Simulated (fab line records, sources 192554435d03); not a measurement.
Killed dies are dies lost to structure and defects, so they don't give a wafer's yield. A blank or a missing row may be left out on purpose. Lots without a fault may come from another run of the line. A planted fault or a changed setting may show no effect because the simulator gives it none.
Chamber matching | flow n5_finfet | N5_BEOL_M6_ETCH_62 on rie_diel-01: 4 sister chambers
The step etches SOC in N2/H2, target depth 110 nm, overetch 22 nm, time 165 s. 14 wafers are shown with their chamber, then 7 later ones without.

WAFERS WITH THEIR CHAMBER
wafer  | chamber | showerhead_plenum_p_Torr (Torr) | rf_vpp_V (V) | drypump_motor_current_A (A)
L078.1 | 2       | 2.59                            | 524.7        | 6.2
L078.2 | 0       | 2.64                            | 526.2        | 6.5
L078.6 | 3       | 2.51                            | 523.6        | 6.2
L080.1 | 2       | 2.59                            | 525.5        | 6.2
L080.2 | 0       | 2.64                            | 527.0        | 6.4
L080.6 | 2       | 2.59                            | 525.6        | 6.2
L082.2 | 1       | 2.40                            | 521.6        | 5.9
L082.5 | 2       | 2.59                            | 525.0        | 6.2
L082.6 | 1       | 2.40                            | 518.7        | 6.0
L085.1 | 1       | 2.39                            | 519.9        | 6.0
L085.2 | 2       | 2.58                            | 525.1        | 6.3
L085.6 | 1       | 2.39                            | 520.7        | 6.0
L089.3 | 3       | 2.50                            | 524.0        | 6.1
L089.4 | 1       | 2.39                            | 520.5        | 6.0

SIGNATURES (means of the wafers above)
reading                  | chamber 0 | chamber 1 | chamber 2 | chamber 3 | scatter within a chamber
showerhead_plenum_p_Torr | 2.6400    | 2.3940    | 2.5880    | 2.5050    | 0.005
rf_vpp_V                 | 526.600   | 520.280   | 525.180   | 523.800   | 0.745
drypump_motor_current_A  | 6.450     | 5.980     | 6.220     | 6.150     | 0.051
Rule: a wafer's distance from a chamber is the root of the sum, over the readings, of the square of ((its reading less the chamber's mean) divided by the reading's scatter). The wafer belongs to the nearest chamber; if the next one is less than 2 further off, it can't be placed. The scatter: the root of (the sum of the squares of (reading less its chamber's mean) over the shown wafers, divided by (wafers less chambers)).

WAFERS WITHOUT THEIR CHAMBER
wafer  | showerhead_plenum_p_Torr (Torr) | rf_vpp_V (V) | drypump_motor_current_A (A)
L089.6 | 2.63                            | 526.9        | 6.4
L090.1 | 2.50                            | 523.0        | 6.1
L090.4 | 2.39                            | 519.7        | 6.0
L090.6 | 2.39                            | 521.1        | 6.0
L094.2 | 2.63                            | 526.5        | 6.5
L094.5 | 2.63                            | 525.2        | 6.5
L094.6 | 2.50                            | 521.8        | 6.1

WHICH CHAMBER EACH WENT THROUGH
wafer  | from the rows above | in truth
L089.6 | 0                   | 0
L090.1 | 3                   | 3
L090.4 | 1                   | 1
L090.6 | 1                   | 1
L094.2 | 0                   | 0
L094.5 | 0                   | 0
L094.6 | 3                   | 3
Placed correctly: 7 of 7. Can't be placed from these rows: 0. Placed wrongly: 0.
